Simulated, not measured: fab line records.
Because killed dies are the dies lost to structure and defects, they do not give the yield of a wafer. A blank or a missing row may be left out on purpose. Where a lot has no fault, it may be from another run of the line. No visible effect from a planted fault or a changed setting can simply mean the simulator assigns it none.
fab line records :: flow nand_harc
record:
  lots: 14
  wafers: 42
  last_day: 24
route steps=1159 shown A_CONTACT@909 THIN_TSV@1116 END@1159
lots that met no fault: from a run of the same line without faults
start_h: the number of hours between the record's first day and the start of the first shown wafer of the lot :: wait_h: how many hours have passed since the lot's step before this one :: " unchanged from the row above :: L1.1+2: several wafers, shown together as one row :: - no value present, or no start provided :: * or withheld: withheld :: < > ~ a bound
route shown NAME@n: a module of which the file shows steps, and the number in the route of the first :: usual: mean/standard deviation of fault-free wafers :: same: alike in all rows :: chamber/n: place in a boat :: sites: readings site by site :: _std_site: the values' standard deviation :: _edge_site: outer sites' mean less inner sites' :: radius_mm: for every site, how far away it sits from the centre of the wafer :: mask NAME#n: copy n :: behind: the last tool/chamber to shape the wafer :: hold: reason for holding the lot/hours on hold/outcome of the hold :: device: the n, p or np transistor that did not switch :: end of line: tests run on the same wafers once the route is complete :: for a step that has no rows: nothing shown but its recipe :: killed: not the wafer's yield, but the dies lost to structure and defects at the first sort :: map: shows each die of a wafer: x if killed, . if not, _ if none is there
set.NAME: the setting that was run; set.NAME@STEP: the one run at that earlier step :: model.NAME: the simulator's own value behind a step, which no gauge read
the route's steps for a sample of lots (tables are steps, rows are wafers)
services: the hour from which a tool's chamber was out of use, counted from the record's first day as start_h (under 0 if before that day), plus the number of hours and why
== steps ==
step: NHARC_A_CONTACT_ETCH_129
recipe:
  source_w: withheld
  pressure_mtorr: 20
  bias_v: 1200
  time_s: 155
  target_depth_a: 9560
  ar_flow_sccm: withheld
  c4f8_flow_sccm: withheld
  o2_flow_sccm: withheld
  chemistry: C4F8/O2/Ar
lot.wafer: L897.2
tool: har_cap_etch-02
chamber: 0
start_h: 381.19
wait_h: 0.1
rf_hours_counter_h: 12

lot.wafer: L897.1
tool: har_cap_etch-02
chamber: 1
start_h: 381.19
wait_h: 0.1
rf_hours_counter_h: 12

lot.wafer: L897.3
tool: har_cap_etch-02
chamber: 1
start_h: 381.19
wait_h: 0.1
rf_hours_counter_h: -

lot.wafer: L896.1
tool: har_cap_etch-03
chamber: 0
start_h: 382.83
wait_h: 0.1
rf_hours_counter_h: 85

lot.wafer: L896.6
tool: har_cap_etch-03
chamber: 1
start_h: 382.83
wait_h: 0.1
rf_hours_counter_h: -

lot.wafer: L896.5
tool: har_cap_etch-03
chamber: 0
start_h: 382.83
wait_h: 0.1
rf_hours_counter_h: -

lot.wafer: L899.2
tool: har_cap_etch-01
chamber: 1
start_h: 387.08
wait_h: 0.2
rf_hours_counter_h: 56

lot.wafer: L899.1
tool: har_cap_etch-01
chamber: 0
start_h: 387.08
wait_h: 0.2
rf_hours_counter_h: 56

lot.wafer: L899.6
tool: har_cap_etch-01
chamber: 0
start_h: 387.08
wait_h: 0.2
rf_hours_counter_h: -

lot.wafer: L898.1
tool: har_cap_etch-02
chamber: 1
start_h: 390.93
wait_h: 0.1
rf_hours_counter_h: 16

lot.wafer: L898.3
tool: har_cap_etch-02
chamber: 0
start_h: 390.93
wait_h: 0.1
rf_hours_counter_h: -

lot.wafer: L898.5
tool: har_cap_etch-02
chamber: 0
start_h: 390.93
wait_h: 0.1
rf_hours_counter_h: -

lot.wafer: L901.2
tool: har_cap_etch-01
chamber: 0
start_h: 392.32
wait_h: 0.1
rf_hours_counter_h: 57

lot.wafer: L901.3
tool: har_cap_etch-01
chamber: 0
start_h: 392.32
wait_h: 0.1
rf_hours_counter_h: -

lot.wafer: L901.6
tool: har_cap_etch-01
chamber: 1
start_h: 392.32
wait_h: 0.1
rf_hours_counter_h: -

lot.wafer: L900.3
tool: har_cap_etch-02
chamber: 0
start_h: 408.27
wait_h: 0.1
rf_hours_counter_h: -

lot.wafer: L900.4
tool: har_cap_etch-02
chamber: 1
start_h: 408.27
wait_h: 0.1
rf_hours_counter_h: -

lot.wafer: L900.6
tool: har_cap_etch-02
chamber: 0
start_h: 408.27
wait_h: 0.1
rf_hours_counter_h: -

lot.wafer: L903.4
tool: har_cap_etch-02
chamber: 1
start_h: 420.48
wait_h: 0.1
rf_hours_counter_h: -

lot.wafer: L903.3
tool: har_cap_etch-02
chamber: 0
start_h: 420.48
wait_h: 0.1
rf_hours_counter_h: -

lot.wafer: L903.6
tool: har_cap_etch-02
chamber: 0
start_h: 420.48
wait_h: 0.1
rf_hours_counter_h: -

lot.wafer: L902.2
tool: har_cap_etch-02
chamber: 1
start_h: 431.08
wait_h: 0.1
rf_hours_counter_h: 21

lot.wafer: L902.4
tool: har_cap_etch-02
chamber: 1
start_h: 431.08
wait_h: 0.1
rf_hours_counter_h: -

lot.wafer: L902.3
tool: har_cap_etch-02
chamber: 0
start_h: 431.08
wait_h: 0.1
rf_hours_counter_h: -

lot.wafer: L904.1
tool: har_cap_etch-02
chamber: 1
start_h: 436.84
wait_h: 0.1
rf_hours_counter_h: 23

lot.wafer: L904.2
tool: har_cap_etch-02
chamber: 0
start_h: 436.84
wait_h: 0.1
rf_hours_counter_h: 23

lot.wafer: L904.5
tool: har_cap_etch-02
chamber: 1
start_h: 436.84
wait_h: 0.1
rf_hours_counter_h: -

lot.wafer: L909.2
tool: har_cap_etch-02
chamber: 0
start_h: 469.25
wait_h: 0.1
rf_hours_counter_h: 26

lot.wafer: L909.1
tool: har_cap_etch-02
chamber: 1
start_h: 469.25
wait_h: 0.1
rf_hours_counter_h: 26

lot.wafer: L909.3
tool: har_cap_etch-02
chamber: 1
start_h: 469.25
wait_h: 0.1
rf_hours_counter_h: -

lot.wafer: L913.4
tool: har_cap_etch-02
chamber: 1
start_h: 486.75
wait_h: 0.1
rf_hours_counter_h: -

lot.wafer: L913.5
tool: har_cap_etch-02
chamber: 1
start_h: 486.75
wait_h: 0.1
rf_hours_counter_h: -

lot.wafer: L913.6
tool: har_cap_etch-02
chamber: 0
start_h: 486.75
wait_h: 0.1
rf_hours_counter_h: -

lot.wafer: L915.1
tool: har_cap_etch-03
chamber: 1
start_h: 507.08
wait_h: 0.1
rf_hours_counter_h: 105

lot.wafer: L915.4
tool: har_cap_etch-03
chamber: 1
start_h: 507.08
wait_h: 0.1
rf_hours_counter_h: -

lot.wafer: L915.3
tool: har_cap_etch-03
chamber: 0
start_h: 507.08
wait_h: 0.1
rf_hours_counter_h: -

lot.wafer: L917.3
tool: har_cap_etch-03
chamber: 1
start_h: 516.93
wait_h: 0.1
rf_hours_counter_h: -

lot.wafer: L917.6
tool: har_cap_etch-03
chamber: 1
start_h: 516.93
wait_h: 0.1
rf_hours_counter_h: -

lot.wafer: L917.5
tool: har_cap_etch-03
chamber: 0
start_h: 516.93
wait_h: 0.1
rf_hours_counter_h: -

lot.wafer: L918.1
tool: har_cap_etch-01
chamber: 1
start_h: 517.44
wait_h: 0.1
rf_hours_counter_h: 76

lot.wafer: L918.2
tool: har_cap_etch-01
chamber: 0
start_h: 517.44
wait_h: 0.1
rf_hours_counter_h: 76

lot.wafer: L918.3
tool: har_cap_etch-01
chamber: 1
start_h: 517.44
wait_h: 0.1
rf_hours_counter_h: -
step: NHARC_THIN_TSV_CD_MEAS_12
recipe:
  target_cd_nm: 1000
  landing_energy_ev: 500
usual:
  cd_nm: 1001.3/2.5
lot.wafer: L897.1
tool: cd_sem-01
chamber: 0
start_h: 421.61
wait_h: -
cd_nm: 1003.9

lot.wafer: L897.2
tool: cd_sem-01
chamber: 0
start_h: 421.61
wait_h: -
cd_nm: 1003.6

lot.wafer: L897.3
tool: cd_sem-01
chamber: 0
start_h: 421.61
wait_h: -
cd_nm: 1002.7

lot.wafer: L896.1
tool: cd_sem-03
chamber: 0
start_h: 429.12
wait_h: -
cd_nm: 1004.5

lot.wafer: L896.5
tool: cd_sem-03
chamber: 0
start_h: 429.12
wait_h: -
cd_nm: 999.8

lot.wafer: L896.6
tool: cd_sem-03
chamber: 0
start_h: 429.12
wait_h: -
cd_nm: 1001.0

lot.wafer: L899.1
tool: cd_sem-01
chamber: 0
start_h: 430.19
wait_h: -
cd_nm: 999.4

lot.wafer: L899.2
tool: cd_sem-01
chamber: 0
start_h: 430.19
wait_h: -
cd_nm: 1000.6

lot.wafer: L899.6
tool: cd_sem-01
chamber: 0
start_h: 430.19
wait_h: -
cd_nm: 1002.8

lot.wafer: L898.1
tool: cd_sem-02
chamber: 0
start_h: 431.59
wait_h: -
cd_nm: 1000.5

lot.wafer: L898.3
tool: cd_sem-02
chamber: 0
start_h: 431.59
wait_h: -
cd_nm: 999.2

lot.wafer: L898.5
tool: cd_sem-02
chamber: 0
start_h: 431.59
wait_h: -
cd_nm: 995.1

lot.wafer: L901.2
tool: cd_sem-02
chamber: 0
start_h: 432.73
wait_h: -
cd_nm: 1001.2

lot.wafer: L901.3
tool: cd_sem-02
chamber: 0
start_h: 432.73
wait_h: -
cd_nm: 999.7

lot.wafer: L901.6
tool: cd_sem-02
chamber: 0
start_h: 432.73
wait_h: -
cd_nm: 1003.6

lot.wafer: L900.3
tool: cd_sem-01
chamber: 0
start_h: 455.91
wait_h: -
cd_nm: 1003.6

lot.wafer: L900.4
tool: cd_sem-01
chamber: 0
start_h: 455.91
wait_h: -
cd_nm: 1003.3

lot.wafer: L900.6
tool: cd_sem-01
chamber: 0
start_h: 455.91
wait_h: -
cd_nm: 1004.6

lot.wafer: L903.3
tool: cd_sem-02
chamber: 0
start_h: 465.20
wait_h: -
cd_nm: 1006.2

lot.wafer: L903.4
tool: cd_sem-02
chamber: 0
start_h: 465.20
wait_h: -
cd_nm: 1000.1

lot.wafer: L903.6
tool: cd_sem-02
chamber: 0
start_h: 465.20
wait_h: -
cd_nm: 1001.5

lot.wafer: L902.2
tool: cd_sem-01
chamber: 0
start_h: 482.93
wait_h: -
cd_nm: 1005.3

lot.wafer: L902.3
tool: cd_sem-01
chamber: 0
start_h: 482.93
wait_h: -
cd_nm: 1002.3

lot.wafer: L902.4
tool: cd_sem-01
chamber: 0
start_h: 482.93
wait_h: -
cd_nm: 1005.0

lot.wafer: L904.1
tool: cd_sem-02
chamber: 0
start_h: 490.45
wait_h: -
cd_nm: 1001.1

lot.wafer: L904.2
tool: cd_sem-02
chamber: 0
start_h: 490.45
wait_h: -
cd_nm: 999.3

lot.wafer: L904.5
tool: cd_sem-02
chamber: 0
start_h: 490.45
wait_h: -
cd_nm: 1003.6

lot.wafer: L909.1
tool: cd_sem-01
chamber: 0
start_h: 525.46
wait_h: -
cd_nm: 1000.4

lot.wafer: L909.2
tool: cd_sem-01
chamber: 0
start_h: 525.46
wait_h: -
cd_nm: 1003.7

lot.wafer: L909.3
tool: cd_sem-01
chamber: 0
start_h: 525.46
wait_h: -
cd_nm: 1001.0

lot.wafer: L913.4
tool: cd_sem-03
chamber: 0
start_h: 542.54
wait_h: -
cd_nm: 1002.9

lot.wafer: L913.5
tool: cd_sem-03
chamber: 0
start_h: 542.54
wait_h: -
cd_nm: 1003.9

lot.wafer: L913.6
tool: cd_sem-03
chamber: 0
start_h: 542.54
wait_h: -
cd_nm: 1000.4

lot.wafer: L915.1
tool: cd_sem-02
chamber: 0
start_h: 554.16
wait_h: -
cd_nm: 1002.5

lot.wafer: L915.3
tool: cd_sem-02
chamber: 0
start_h: 554.16
wait_h: -
cd_nm: 1003.2

lot.wafer: L915.4
tool: cd_sem-02
chamber: 0
start_h: 554.16
wait_h: -
cd_nm: 999.7

lot.wafer: L918.1
tool: cd_sem-03
chamber: 0
start_h: 561.26
wait_h: -
cd_nm: 1002.9

lot.wafer: L918.2
tool: cd_sem-03
chamber: 0
start_h: 561.26
wait_h: -
cd_nm: 1000.9

lot.wafer: L918.3
tool: cd_sem-03
chamber: 0
start_h: 561.26
wait_h: -
cd_nm: 997.6

lot.wafer: L917.3
tool: cd_sem-03
chamber: 0
start_h: 562.58
wait_h: -
cd_nm: 996.9

lot.wafer: L917.5
tool: cd_sem-03
chamber: 0
start_h: 562.58
wait_h: -
cd_nm: 1000.2

lot.wafer: L917.6
tool: cd_sem-03
chamber: 0
start_h: 562.58
wait_h: -
cd_nm: 996.3
step: NHARC_THIN_TSV_CMP_21
recipe:
  t_overpolish_s: 30
  target_thk_nm: 2000
usual:
  motor_current_A: 12.3/1.7
  overpolish_run_s: 30.000/0.0089
lot.wafer: L897.2
tool: cmp-03
chamber: 0
start_h: 426.02
wait_h: -
motor_current_A: 15.1
overpolish_run_s: 29.992

lot.wafer: L897.1
tool: cmp-03
chamber: 2
start_h: 426.02
wait_h: -
motor_current_A: 12.2
overpolish_run_s: 30.008

lot.wafer: L897.3
tool: cmp-03
chamber: 3
start_h: 426.02
wait_h: -
motor_current_A: 13.3
overpolish_run_s: 29.992

lot.wafer: L896.1
tool: cmp-02
chamber: 1
start_h: 433.69
wait_h: -
motor_current_A: 10.7
overpolish_run_s: 30.012

lot.wafer: L896.6
tool: cmp-02
chamber: 1
start_h: 433.69
wait_h: -
motor_current_A: 10.4
overpolish_run_s: 30.001

lot.wafer: L896.5
tool: cmp-02
chamber: 2
start_h: 433.69
wait_h: -
motor_current_A: 10.8
overpolish_run_s: 29.995

lot.wafer: L899.2
tool: cmp-03
chamber: 1
start_h: 434.60
wait_h: -
motor_current_A: 13.1
overpolish_run_s: 29.992

lot.wafer: L899.1
tool: cmp-03
chamber: 3
start_h: 434.60
wait_h: -
motor_current_A: 13.0
overpolish_run_s: 29.991

lot.wafer: L899.6
tool: cmp-03
chamber: 0
start_h: 434.60
wait_h: -
motor_current_A: 15.5
overpolish_run_s: 30.001

lot.wafer: L898.3
tool: cmp-03
chamber: 3
start_h: 435.89
wait_h: -
motor_current_A: 12.6
overpolish_run_s: 29.988

lot.wafer: L898.1
tool: cmp-03
chamber: 2
start_h: 435.89
wait_h: -
motor_current_A: 11.4
overpolish_run_s: 30.007

lot.wafer: L898.5
tool: cmp-03
chamber: 3
start_h: 435.89
wait_h: -
motor_current_A: 12.3
overpolish_run_s: 29.999

lot.wafer: L901.3
tool: cmp-03
chamber: 3
start_h: 437.14
wait_h: -
motor_current_A: 13.2
overpolish_run_s: 30.015

lot.wafer: L901.2
tool: cmp-03
chamber: 1
start_h: 437.14
wait_h: -
motor_current_A: 13.7
overpolish_run_s: 30.005

lot.wafer: L901.6
tool: cmp-03
chamber: 3
start_h: 437.14
wait_h: -
motor_current_A: 12.9
overpolish_run_s: 29.991

lot.wafer: L900.4
tool: cmp-03
chamber: 3
start_h: 460.81
wait_h: -
motor_current_A: 13.1
overpolish_run_s: 29.994

lot.wafer: L900.3
tool: cmp-03
chamber: 0
start_h: 460.81
wait_h: -
motor_current_A: 15.4
overpolish_run_s: 30.010

lot.wafer: L900.6
tool: cmp-03
chamber: 0
start_h: 460.81
wait_h: -
motor_current_A: 14.8
overpolish_run_s: 29.989

lot.wafer: L903.4
tool: cmp-04
chamber: 3
start_h: 469.85
wait_h: -
motor_current_A: 10.7
overpolish_run_s: 29.998

lot.wafer: L903.3
tool: cmp-04
chamber: 0
start_h: 469.85
wait_h: -
motor_current_A: 9.7
overpolish_run_s: 30.011

lot.wafer: L903.6
tool: cmp-04
chamber: 2
start_h: 469.85
wait_h: -
motor_current_A: 12.7
overpolish_run_s: 30.002

lot.wafer: L902.4
tool: cmp-03
chamber: 1
start_h: 487.43
wait_h: -
motor_current_A: 13.4
overpolish_run_s: 30.002

lot.wafer: L902.3
tool: cmp-03
chamber: 2
start_h: 487.43
wait_h: -
motor_current_A: 12.0
overpolish_run_s: 29.997

lot.wafer: L902.2
tool: cmp-03
chamber: 3
start_h: 487.43
wait_h: -
motor_current_A: 12.7
overpolish_run_s: 30.020

lot.wafer: L904.2
tool: cmp-02
chamber: 1
start_h: 494.80
wait_h: -
motor_current_A: 10.0
overpolish_run_s: 29.975

lot.wafer: L904.1
tool: cmp-02
chamber: 2
start_h: 494.80
wait_h: -
motor_current_A: 10.1
overpolish_run_s: 30.007

lot.wafer: L904.5
tool: cmp-02
chamber: 3
start_h: 494.80
wait_h: -
motor_current_A: 10.3
overpolish_run_s: 29.983

lot.wafer: L909.2
tool: cmp-03
chamber: 3
start_h: 530.13
wait_h: -
motor_current_A: 12.5
overpolish_run_s: 30.014

lot.wafer: L909.3
tool: cmp-03
chamber: 1
start_h: 530.13
wait_h: -
motor_current_A: 14.0
overpolish_run_s: 30.006

lot.wafer: L909.1
tool: cmp-03
chamber: 2
start_h: 530.13
wait_h: -
motor_current_A: 11.4
overpolish_run_s: 29.999

lot.wafer: L913.4
tool: cmp-02
chamber: 2
start_h: 548.20
wait_h: -
motor_current_A: 10.7
overpolish_run_s: 30.000

lot.wafer: L913.6
tool: cmp-02
chamber: 1
start_h: 548.20
wait_h: -
motor_current_A: 9.9
overpolish_run_s: 30.005

lot.wafer: L913.5
tool: cmp-02
chamber: 2
start_h: 548.20
wait_h: -
motor_current_A: 11.0
overpolish_run_s: 29.992

lot.wafer: L915.3
tool: cmp-04
chamber: 3
start_h: 558.64
wait_h: -
motor_current_A: 11.3
overpolish_run_s: 30.006

lot.wafer: L915.4
tool: cmp-04
chamber: 0
start_h: 558.64
wait_h: -
motor_current_A: 9.5
overpolish_run_s: 30.011

lot.wafer: L915.1
tool: cmp-04
chamber: 1
start_h: 558.64
wait_h: -
motor_current_A: 11.9
overpolish_run_s: 30.007

lot.wafer: L918.3
tool: cmp-03
chamber: 2
start_h: 565.63
wait_h: -
motor_current_A: 12.0
overpolish_run_s: 30.005

lot.wafer: L918.2
tool: cmp-03
chamber: 3
start_h: 565.63
wait_h: -
motor_current_A: 13.1
overpolish_run_s: 30.007

lot.wafer: L918.1
tool: cmp-03
chamber: 0
start_h: 565.63
wait_h: -
motor_current_A: 15.4
overpolish_run_s: 30.009

lot.wafer: L917.3
tool: cmp-02
chamber: 0
start_h: 567.25
wait_h: -
motor_current_A: 11.6
overpolish_run_s: 30.009

lot.wafer: L917.5
tool: cmp-02
chamber: 3
start_h: 567.25
wait_h: -
motor_current_A: 10.7
overpolish_run_s: 30.012

lot.wafer: L917.6
tool: cmp-02
chamber: 0
start_h: 567.25
wait_h: -
motor_current_A: 12.3
overpolish_run_s: 30.009
step: NHARC_THIN_TSV_PRE_CLEAN_54
recipe:
  time_s: 30
  temp_c: 280
  gas: H2/He
usual:
  heater_power_w: 418/53
lot.wafer: L897.2
tool: pvd_sputter-03
chamber: -
start_h: 426.62
wait_h: 0.1
heater_power_w: 428

lot.wafer: L897.1
tool: pvd_sputter-03
chamber: -
start_h: 426.62
wait_h: 0.1
heater_power_w: 375

lot.wafer: L897.3
tool: pvd_sputter-03
chamber: -
start_h: 426.62
wait_h: 0.1
heater_power_w: 343

lot.wafer: L896.1
tool: pvd_sputter-03
chamber: -
start_h: 434.24
wait_h: 0.1
heater_power_w: 372

lot.wafer: L896.5
tool: pvd_sputter-03
chamber: -
start_h: 434.24
wait_h: 0.1
heater_power_w: 375

lot.wafer: L896.6
tool: pvd_sputter-03
chamber: -
start_h: 434.24
wait_h: 0.1
heater_power_w: 353

lot.wafer: L899.2
tool: pvd_sputter-03
chamber: -
start_h: 435.10
wait_h: 0.0
heater_power_w: 453

lot.wafer: L899.1
tool: pvd_sputter-03
chamber: -
start_h: 435.10
wait_h: 0.0
heater_power_w: 431

lot.wafer: L899.6
tool: pvd_sputter-03
chamber: -
start_h: 435.10
wait_h: 0.0
heater_power_w: 371

lot.wafer: L898.1
tool: pvd_sputter-02
chamber: -
start_h: 436.51
wait_h: 0.2
heater_power_w: 405

lot.wafer: L898.3
tool: pvd_sputter-02
chamber: -
start_h: 436.51
wait_h: 0.2
heater_power_w: 518

lot.wafer: L898.5
tool: pvd_sputter-02
chamber: -
start_h: 436.51
wait_h: 0.2
heater_power_w: 404

lot.wafer: L901.3
tool: pvd_sputter-03
chamber: -
start_h: 437.64
wait_h: 0.0
heater_power_w: 414

lot.wafer: L901.2
tool: pvd_sputter-03
chamber: -
start_h: 437.64
wait_h: 0.0
heater_power_w: 371

lot.wafer: L901.6
tool: pvd_sputter-03
chamber: -
start_h: 437.64
wait_h: 0.0
heater_power_w: 437

lot.wafer: L900.4
tool: pvd_sputter-01
chamber: -
start_h: 461.36
wait_h: 0.1
heater_power_w: 451

lot.wafer: L900.3
tool: pvd_sputter-01
chamber: -
start_h: 461.36
wait_h: 0.1
heater_power_w: 452

lot.wafer: L900.6
tool: pvd_sputter-01
chamber: -
start_h: 461.36
wait_h: 0.1
heater_power_w: 327

lot.wafer: L903.3
tool: pvd_sputter-02
chamber: -
start_h: 470.33
wait_h: 0.1
heater_power_w: 407

lot.wafer: L903.4
tool: pvd_sputter-02
chamber: -
start_h: 470.33
wait_h: 0.1
heater_power_w: 505

lot.wafer: L903.6
tool: pvd_sputter-02
chamber: -
start_h: 470.33
wait_h: 0.1
heater_power_w: 396

lot.wafer: L902.2
tool: pvd_sputter-01
chamber: -
start_h: 487.96
wait_h: 0.0
heater_power_w: 456

lot.wafer: L902.4
tool: pvd_sputter-01
chamber: -
start_h: 487.96
wait_h: 0.0
heater_power_w: 457

lot.wafer: L902.3
tool: pvd_sputter-01
chamber: -
start_h: 487.96
wait_h: 0.0
heater_power_w: 328

lot.wafer: L904.1
tool: pvd_sputter-03
chamber: -
start_h: 495.27
wait_h: 0.0
heater_power_w: 347

lot.wafer: L904.2
tool: pvd_sputter-03
chamber: -
start_h: 495.27
wait_h: 0.0
heater_power_w: 409

lot.wafer: L904.5
tool: pvd_sputter-03
chamber: -
start_h: 495.27
wait_h: 0.0
heater_power_w: 346

lot.wafer: L909.1
tool: pvd_sputter-02
chamber: -
start_h: 530.68
wait_h: 0.1
heater_power_w: 375

lot.wafer: L909.3
tool: pvd_sputter-02
chamber: -
start_h: 530.68
wait_h: 0.1
heater_power_w: 511

lot.wafer: L909.2
tool: pvd_sputter-02
chamber: -
start_h: 530.68
wait_h: 0.1
heater_power_w: 428

lot.wafer: L913.4
tool: pvd_sputter-02
chamber: -
start_h: 548.72
wait_h: 0.1
heater_power_w: 529

lot.wafer: L913.6
tool: pvd_sputter-02
chamber: -
start_h: 548.72
wait_h: 0.1
heater_power_w: 408

lot.wafer: L913.5
tool: pvd_sputter-02
chamber: -
start_h: 548.72
wait_h: 0.1
heater_power_w: 383

lot.wafer: L915.3
tool: pvd_sputter-02
chamber: -
start_h: 559.14
wait_h: 0.1
heater_power_w: 443

lot.wafer: L915.4
tool: pvd_sputter-02
chamber: -
start_h: 559.14
wait_h: 0.1
heater_power_w: 392

lot.wafer: L915.1
tool: pvd_sputter-02
chamber: -
start_h: 559.14
wait_h: 0.1
heater_power_w: 525

lot.wafer: L918.1
tool: pvd_sputter-01
chamber: -
start_h: 566.16
wait_h: 0.0
heater_power_w: 504

lot.wafer: L918.2
tool: pvd_sputter-01
chamber: -
start_h: 566.16
wait_h: 0.0
heater_power_w: 470

lot.wafer: L918.3
tool: pvd_sputter-01
chamber: -
start_h: 566.16
wait_h: 0.0
heater_power_w: 332

lot.wafer: L917.3
tool: pvd_sputter-03
chamber: -
start_h: 567.77
wait_h: 0.1
heater_power_w: 449

lot.wafer: L917.5
tool: pvd_sputter-03
chamber: -
start_h: 567.77
wait_h: 0.1
heater_power_w: 345

lot.wafer: L917.6
tool: pvd_sputter-03
chamber: -
start_h: 567.77
wait_h: 0.1
heater_power_w: 411
step: NHARC_END_SORT_01
recipe:
  temp_c: 25
usual:
  killed_at_array: 29/10
  killed_at_other: 0.7/1.1
  killed_at_periphery: 3.3/2.4
  killed_dies: 33/11
  killed_open: 3.3/2
  killed_short: 1.9/1.3
same:
  gross_dies: 677
lot.wafer: L909.1
tool: prober-02
chamber: 0
start_h: 540.65
wait_h: 2.5
killed_at_array: 125
killed_at_other: 2
killed_at_periphery: 4
killed_dies: 131
killed_open: 4
killed_short: 3

lot.wafer: L909.2
tool: prober-02
chamber: 0
start_h: 541.45
wait_h: 2.8
killed_at_array: 120
killed_at_other: 1
killed_at_periphery: 11
killed_dies: 132
killed_open: 1
killed_short: 1

lot.wafer: L909.3
tool: prober-02
chamber: 0
start_h: 542.24
wait_h: 3.1
killed_at_array: 113
killed_at_other: 0
killed_at_periphery: 4
killed_dies: 117
killed_open: 3
killed_short: 0

lot.wafer: L913.4
tool: prober-02
chamber: 0
start_h: 567.93
wait_h: 3.4
killed_at_array: 110
killed_at_other: 0
killed_at_periphery: 2
killed_dies: 112
killed_open: 3
killed_short: 2

lot.wafer: L913.5
tool: prober-02
chamber: 0
start_h: 568.72
wait_h: 3.7
killed_at_array: 109
killed_at_other: 1
killed_at_periphery: 2
killed_dies: 112
killed_open: 5
killed_short: 3

lot.wafer: L913.6
tool: prober-02
chamber: 0
start_h: 569.51
wait_h: 3.9
killed_at_array: 117
killed_at_other: 1
killed_at_periphery: 2
killed_dies: 120
killed_open: 5
killed_short: 5
killed by level:class
L909.1 A_CONTACT:unspecified=91 A_CHANNEL_HOLE_D1:chamber_film_flake=19 A_ZERO_WELL:chamber_film_flake=4 A_STAIRCASE:chamber_film_flake=3 A_CONTACT:chamber_film_flake=2 THIN_TSV:chamber_film_flake=2 P_M2:geometric_particle:short=1 A_SOURCE_PLATE:geometric_particle:open=1
L909.2 A_CONTACT:unspecified=92 A_CHANNEL_HOLE_D1:chamber_film_flake=22 P_GATE:chamber_film_flake=6 A_CONTACT:chamber_film_flake=3 A_STAIRCASE:chamber_film_flake=2 P_GATE:geometric_particle:open=1 P_GATE:geometric_particle:short=1 P_ZERO_WELL:chamber_film_flake=1
L909.3 A_CONTACT:unspecified=91 A_CHANNEL_HOLE_D1:chamber_film_flake=18 P_CONTACT:geometric_particle:open=1 P_M0:geometric_particle:open=1 A_WL_FILL:geometric_particle:open=1 P_GATE:chamber_film_flake=1 P_M1:chamber_film_flake=1 A_ZERO_WELL:chamber_film_flake=1
L913.4 A_CONTACT:unspecified=87 A_CHANNEL_HOLE_D1:chamber_film_flake=10 A_SLIT:chamber_film_flake=8 P_CONTACT:geometric_particle:open=1 A_CHANNEL_FILL_D1:geometric_particle:short=1 A_WL_FILL:geometric_particle:short=1 A_CONTACT:geometric_particle:open=1 A_M0:geometric_particle:open=1
L913.5 A_CONTACT:unspecified=91 A_SLIT:chamber_film_flake=6 A_CHANNEL_HOLE_D1:chamber_film_flake=2 A_STAIRCASE:chamber_film_flake=2 A_CONTACT:chamber_film_flake=2 P_GATE:geometric_particle:open=1 P_CONTACT:geometric_particle:open=1 A_ONON_D1:geometric_particle:open=1
L913.6 A_CONTACT:unspecified=81 A_SLIT:chamber_film_flake=18 A_CHANNEL_HOLE_D1:chamber_film_flake=5 A_WL_FILL:geometric_particle:short=3 A_STAIRCASE:chamber_film_flake=3 P_GATE:geometric_particle:open=1 A_CHANNEL_HOLE_D1:geometric_particle:short=1 A_CONTACT:geometric_particle:open=1
== services ==
tool: pvd_sputter-01
chamber: -
start_h: 361.32
hours: 2.3
kind: repair

tool: cmp-02
chamber: -
start_h: 375.47
hours: 4.4
kind: repair

tool: pvd_sputter-03
chamber: -
start_h: 379.14
hours: 15.3
kind: repair

tool: pvd_sputter-02
chamber: -
start_h: 392.00
hours: 10.0
kind: pm

tool: cmp-04
chamber: -
start_h: 399.11
hours: 4.0
kind: pm

tool: cmp-02
chamber: -
start_h: 403.89
hours: 0.6
kind: repair

tool: cmp-04
chamber: -
start_h: 411.67
hours: 1.0
kind: repair

tool: pvd_sputter-01
chamber: -
start_h: 413.99
hours: 26.0
kind: repair

tool: cmp-02
chamber: -
start_h: 422.50
hours: 4.0
kind: pm

tool: pvd_sputter-02
chamber: -
start_h: 445.98
hours: 0.9
kind: repair

tool: cmp-03
chamber: -
start_h: 450.08
hours: 4.0
kind: pm

tool: cmp-02
chamber: -
start_h: 452.79
hours: 9.0
kind: repair

tool: pvd_sputter-03
chamber: -
start_h: 458.00
hours: 10.0
kind: pm

tool: cmp-03
chamber: -
start_h: 465.78
hours: 4.3
kind: repair

tool: cmp-02
chamber: -
start_h: 469.68
hours: 0.8
kind: repair

tool: cmp-03
chamber: -
start_h: 478.68
hours: 0.6
kind: repair

tool: cmp-02
chamber: -
start_h: 508.12
hours: 1.2
kind: repair

tool: pvd_sputter-01
chamber: -
start_h: 514.06
hours: 10.0
kind: pm

tool: cmp-02
chamber: -
start_h: 520.50
hours: 4.0
kind: pm

tool: cmp-02
chamber: -
start_h: 534.82
hours: 1.8
kind: repair

tool: cmp-03
chamber: -
start_h: 538.43
hours: 1.0
kind: repair

tool: har_cap_etch-03
chamber: -
start_h: 547.13
hours: 17.0
kind: pm

tool: cmp-03
chamber: -
start_h: 548.08
hours: 4.0
kind: pm

tool: har_cap_etch-01
chamber: -
start_h: 558.97
hours: 0.5
kind: repair
== key ==
first_sign:
  step: NHARC_END_SORT_01
  reading: killed_at_array
  direction: up
  sigmas: 8.5
  usual: 29
  struck: 116
effect:
  step: NHARC_END_SORT_01
  reading: killed_dies
  direction: up
  sigmas: 8
  usual: 33
  struck: 121
more_kills_born_at:
  NHARC_A_CONTACT_ETCH_129@har_cap_etch-02: 533
met_at NHARC_A_CONTACT_ETCH_129
struck_lots L909,L913
tester_left_out L909,L913
not_acting_at NHARC_THIN_TSV_CD_MEAS_12,NHARC_THIN_TSV_CMP_21,NHARC_THIN_TSV_PRE_CLEAN_54
onset_between 436.84 469.25
fault:
  kind: chamber_particle_source
  tool: har_cap_etch-02
  chamber: -
  onset_h: 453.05
  steps: NHARC_A_CONTACT_ETCH_129
  rate_per_visit_cm2: 2.2199
  end_h: 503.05
tester_left_out: of these lots the tester's yield and bins aren't shown, on N5 and GAA mostly nor the transistor test; their killed dies are dies lost to structure and defects alone, not to doping, threshold or leakage, so they don't give the yield
